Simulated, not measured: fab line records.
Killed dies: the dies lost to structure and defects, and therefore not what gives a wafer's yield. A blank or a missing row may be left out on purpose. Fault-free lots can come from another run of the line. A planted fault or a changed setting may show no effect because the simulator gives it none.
Matching of chambers / flow nand_harc / NHARC_A_SGD_CUT_DESCUM_14 on rie_diel-06 has 4 sister chambers
The step chemistry O2, time 3 s. 4 wafers are shown with their chamber, then 10 later ones without.

== WAFERS, EACH WITH ITS CHAMBER ==
wafer=L088.3; chamber=2; drypump_motor_current_A (A)=5.7
wafer=L088.4; chamber=0; drypump_motor_current_A (A)=6.5
wafer=L085.1; chamber=1; drypump_motor_current_A (A)=5.9
wafer=L085.3; chamber=3; drypump_motor_current_A (A)=5.6

== WAFERS WITHOUT THEIR CHAMBER ==
wafer=L085.6; drypump_motor_current_A (A)=6.5
wafer=L089.2; drypump_motor_current_A (A)=5.8
wafer=L089.4; drypump_motor_current_A (A)=5.6
wafer=L089.5; drypump_motor_current_A (A)=5.9
wafer=L092.1; drypump_motor_current_A (A)=5.6
wafer=L092.3; drypump_motor_current_A (A)=5.8
wafer=L092.5; drypump_motor_current_A (A)=5.8
wafer=L097.2; drypump_motor_current_A (A)=5.7
wafer=L097.4; drypump_motor_current_A (A)=6.5
wafer=L097.6; drypump_motor_current_A (A)=6.5

== WHICH CHAMBER EACH WENT THROUGH ==
wafer=L085.6; from the rows above=0; in truth=0
wafer=L089.2; from the rows above=can't be placed: 2 or 1 or 3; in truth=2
wafer=L089.4; from the rows above=can't be placed: 3 or 2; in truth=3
wafer=L089.5; from the rows above=1; in truth=1
wafer=L092.1; from the rows above=can't be placed: 3 or 2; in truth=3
wafer=L092.3; from the rows above=can't be placed: 2 or 1 or 3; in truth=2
wafer=L092.5; from the rows above=can't be placed: 2 or 1 or 3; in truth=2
wafer=L097.2; from the rows above=can't be placed: 2 or 3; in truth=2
wafer=L097.4; from the rows above=0; in truth=0
wafer=L097.6; from the rows above=0; in truth=0
Correct placement for 4 of the 10. Unplaceable from these rows: 6, with the true chamber sitting among the candidates in 6. 0 placed wrongly.
How it was worked out, from the rows above alone: a wafer's distance from a chamber is the root of the sum, over the readings, of the square of ((its reading less the chamber's mean) divided by the reading's scatter). If the next closest chamber is less than 2 further off than the closest, the wafer can't be placed; otherwise it belongs to the closest. Each chamber's mean is taken over the wafers shown for it. The scatter: root of mean squared gap, hidden wafer to nearest shown wafer, with one shown wafer a chamber.
